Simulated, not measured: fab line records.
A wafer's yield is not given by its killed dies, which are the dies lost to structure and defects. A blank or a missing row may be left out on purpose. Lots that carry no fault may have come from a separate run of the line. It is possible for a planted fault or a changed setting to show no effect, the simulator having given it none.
Check of tool commonality | flow nand_harc | 9 wafers sampled across 3 lots

## REASON FOR OPENING
On 3 of the 3 lots, a flag is raised at NHARC_END_SORT_01 on the reading killed_at_array. Wafers without a fault read 62, standard deviation 16.
Rule: a lot is flagged when every wafer of it that has a number lies more than 4 standard deviations from that mean, or none has a number. The rest of the lots are taken to be sound.

lot  | measured     | on        | killed_at_array, wafer by wafer | flag
L143 | day 25 06:49 | prober-02 | 671 672 662                     | FLAGGED
L147 | day 27 07:16 | prober-02 | 676 670 674                     | FLAGGED
L153 | day 29 10:23 | prober-02 | 665 676 671                     | FLAGGED
The mean of the flagged lots' numbers is 671, +609 from the usual (+38 standard deviations).

## WHICH TOOL RAN EACH LOT
3 process steps preceding the reading are held in the record, out of 1302 steps in the route. Cell contents, in order: the tool; ch with the chambers the sampled wafers went through; the start.
lot  | flag    | NHARC_A_CHANNEL_HOLE_D2_ETCH_22  | NHARC_A_CHANNEL_FILL_D2_ALD_14 | NHARC_A_CHANNEL_FILL_D2_CVD_18
L143 | FLAGGED | har_etch-02 ch 0,1, day 14 00:48 | ald_hk-01 ch 2,3, day 14 11:06 | lpcvd_poly-04 ch 0, day 15 02:29
L147 | FLAGGED | har_etch-02 ch 0,1, day 16 02:07 | ald_hk-01 ch 1,3, day 16 14:07 | lpcvd_poly-04 ch 0, day 17 02:09
L153 | FLAGGED | har_etch-02 ch 0,1, day 18 09:55 | ald_hk-04 ch 1,2, day 18 21:57 | lpcvd_poly-03 ch 0, day 19 12:48
These steps, and what they do:
- NHARC_A_CHANNEL_HOLE_D2_ETCH_22: etches the open film in C4F8/O2/Ar, time 666.7 s, target depth 1600 nm.
- NHARC_A_CHANNEL_FILL_D2_ALD_14: deposits SiO2, target thk 2.5 nm, pulse time 10 s, ald cycles 25.
- NHARC_A_CHANNEL_FILL_D2_CVD_18: deposits poly-Si, target thk 3 nm.
- NHARC_END_SORT_01

## FLAGGED OVER TOTAL, TOOL BY TOOL (the gauges that took the reading come last)
step                            | tool          | lots run | flagged | share of the flagged lots | sound lots run after its first flagged lot
NHARC_A_CHANNEL_HOLE_D2_ETCH_22 | har_etch-02   | 3        | 3       | all                       | 0
NHARC_A_CHANNEL_FILL_D2_ALD_14  | ald_hk-01     | 2        | 2       | some                      | 0
NHARC_A_CHANNEL_FILL_D2_ALD_14  | ald_hk-04     | 1        | 1       | some                      | 0
NHARC_A_CHANNEL_FILL_D2_CVD_18  | lpcvd_poly-03 | 1        | 1       | some                      | 0
NHARC_A_CHANNEL_FILL_D2_CVD_18  | lpcvd_poly-04 | 2        | 2       | some                      | 0
NHARC_END_SORT_01               | prober-02     | 3        | 3       | all                       | 0

## WHAT THE TABLE PERMITS
har_etch-02 at NHARC_A_CHANNEL_HOLE_D2_ETCH_22 and prober-02 at NHARC_END_SORT_01 are the 2 rows of the table that ran each flagged lot.
- har_etch-02 at NHARC_A_CHANNEL_HOLE_D2_ETCH_22 ran 3 lots, 3 of them flagged. It ran no sound lot before its first flagged lot in this sample, so the start can't be narrowed down.
- prober-02 at NHARC_END_SORT_01 ran 3 lots, 3 of them flagged. It ran no sound lot before its first flagged lot in this sample, so the start can't be narrowed down.
A lot count leaves these 2 tools indistinguishable: every one of them fits a fault beginning at some hour. More lots, or a look at what each step does to the wafer, might.

## WHAT THE SIMULATOR HAD INSERTED
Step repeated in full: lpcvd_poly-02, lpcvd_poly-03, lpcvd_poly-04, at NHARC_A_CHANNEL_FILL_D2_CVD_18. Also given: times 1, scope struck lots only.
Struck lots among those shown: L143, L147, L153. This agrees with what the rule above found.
